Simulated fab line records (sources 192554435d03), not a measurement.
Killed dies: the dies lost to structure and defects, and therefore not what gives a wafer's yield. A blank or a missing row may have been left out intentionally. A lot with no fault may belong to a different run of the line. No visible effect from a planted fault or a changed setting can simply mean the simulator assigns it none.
A struck lot beside a sound one :: flow n5 finfet :: 36 steps out of a route of 1938
Sound: wafers L274.2, L274.4, L274.6. Wafers struck: L279.1, L279.4, L279.5. The cause comes at the end.
Per side, at each step with rows, come the tool, then ch with its chambers, and then its first start. Under that, the readings that differ: sound wafers :: struck wafers :: difference of the means :: sigmas: that difference in standard deviations of wafers without a fault.
alike: words and numbers the same on both sides, and readings whose means are apart by under 2 such deviations; not compared: readings that were withheld, readings missing a value for some wafer, numbers with overlapping values and no deviation given by the record, and bounds like >300 which may hide the same value.
Wherever a step has rows on one side only, a row that says differs or no value, or a row with sigmas, the two part there. Numbers that have no deviation but don't overlap get no sigmas and don't part them. Lack of a reading on every wafer of one side parts them only where that side has two or more wafers.

first, 9 steps without rows for these wafers: N5_BEOL_M5_COAT_05 (resist thk 30 nm); N5_BEOL_M5_EBR_07; N5_BEOL_M5_SOFTBAKE_06 (time 60 s); N5_BEOL_M5_EXPOSE_08 (exposes mask M5, target cd 28 nm); N5_BEOL_M5_PEB_09 (peb time 60 s); N5_BEOL_M5_DEVELOP_10 (develop time 30 s); N5_BEOL_M5_DESCUM_16 (chemistry O2, time 7 s); N5_BEOL_M5_ETCH_72 (etches underlayer in N2/H2, target depth 6.5 nm, time 5.2 s); N5_BEOL_M5_ETCH_61 (etches SiARC in CF4, target depth 15.6 nm, time 26 s).
N5_BEOL_M5_ETCH_62: etches SOC in N2/H2, target depth 75 nm, overetch 15 nm, time 112.5 s.
  sound on rie diel-03 ch 1,2,3, day 10 01:25; struck on rie diel-03 ch 1,2,3, day 11 09:27
reading: rf fwd power W (W)
sound: 837.2 837.7 838.8
struck: 1039.3 1037.7 1036.8
difference: +200.0
sigmas: +69

reading: rf vpp V (V)
sound: 525.4 528.1 521.7
struck: 489.9 489.3 486.6
difference: -36.5
sigmas: -18

reading: model.SiARC_of_BEOL_M5_COAT_60.thk nm (nm)
sound: 6.8 7 6.8
struck: 6.4 6.2 6
difference: -0.7
sigmas: 

reading: model.BEOL_M5.cd nm (nm)
sound: 27.8 27.8 27.8
struck: 28.2 28.2 28.4
difference: +0.5
sigmas: 
  alike: drypump motor current A, h2 flow sccm, n2 flow sccm, oes product au, showerhead plenum p Torr, temp c, throttle valve pct
  not compared: rf hours counter h
then, 24 steps without rows for these wafers: N5_BEOL_M5_STRIP_63 (strips in N2/H2); N5_BEOL_M5_STRIP_73 (strips in N2/H2); N5_BEOL_M5_STRIP_64 (strips in CF4); N5_BEOL_M5_HM_OPEN_17 (chemistry Cl2/BCl3, target TiN, target depth 20 nm, overetch 6 nm); N5_BEOL_M5_STRIP_19 (strips in O2); N5_BEOL_M5_COAT_65 (time 60 s, resist thk 60 nm); N5_BEOL_M5_COAT_66 (time 60 s, resist thk 12 nm); N5_BEOL_M5_COAT_74 (time 60 s, resist thk 5 nm); N5_BEOL_M5_COAT_22 (resist thk 30 nm); N5_BEOL_M5_EBR_24; N5_BEOL_M5_SOFTBAKE_23 (time 60 s); N5_BEOL_M5_EXPOSE_25 (exposes mask V4, defocus 10 nm); N5_BEOL_M5_PEB_26 (peb time 60 s); N5_BEOL_M5_DEVELOP_27 (develop time 30 s); N5_BEOL_M5_DESCUM_33 (chemistry O2, time 7 s); N5_BEOL_M5_ETCH_75 (etches underlayer in N2/H2, target depth 6.5 nm, time 5.2 s); N5_BEOL_M5_ETCH_67 (etches SiARC in CF4, target depth 15.6 nm, time 26 s); N5_BEOL_M5_ETCH_68 (etches SOC in N2/H2, target depth 80 nm, overetch 16 nm, time 120 s); N5_BEOL_M5_STRIP_69 (strips in N2/H2); N5_BEOL_M5_STRIP_76 (strips in N2/H2); N5_BEOL_M5_VIA_ETCH_34 (etches SiCOH lowk in C4F6/O2, target depth 88.3 nm, time 39.2 s); N5_BEOL_M5_STRIP_85 (strips in C4F6/O2); N5_BEOL_M5_STRIP_36 (strips in N2/H2); N5_BEOL_M5_TRENCH_ETCH_37 (etches SiCOH lowk in C4F6/O2, target depth 71.652 nm, time 24.7 s).
N5_BEOL_M5_ETCH_41: etches SiCN in CH3F/O2, target depth 31.5 nm, time 56.7 s.
  sound: rie diel-04 ch 1,2,3; struck: rie diel-04 ch 2,3
  alike: drypump motor current A, oes product au, rf fwd power W, rf vpp V, showerhead plenum p Torr, throttle valve pct
  not compared: rf hours counter h, model.BEOL_M5.cd nm
after that, 1 step had no rows for these wafers: N5_PASSIVATION_PROBE_49.

## WHERE THEY PART
Only at N5_BEOL_M5_ETCH_62, as far as this record shows. Later steps at which nothing parts them and some readings are alike: N5_BEOL_M5_ETCH_41.

WHY: whatever the simulator had introduced
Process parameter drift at N5_BEOL_M5_ETCH_62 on rie diel-03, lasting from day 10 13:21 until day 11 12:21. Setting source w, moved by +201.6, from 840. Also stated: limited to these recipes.
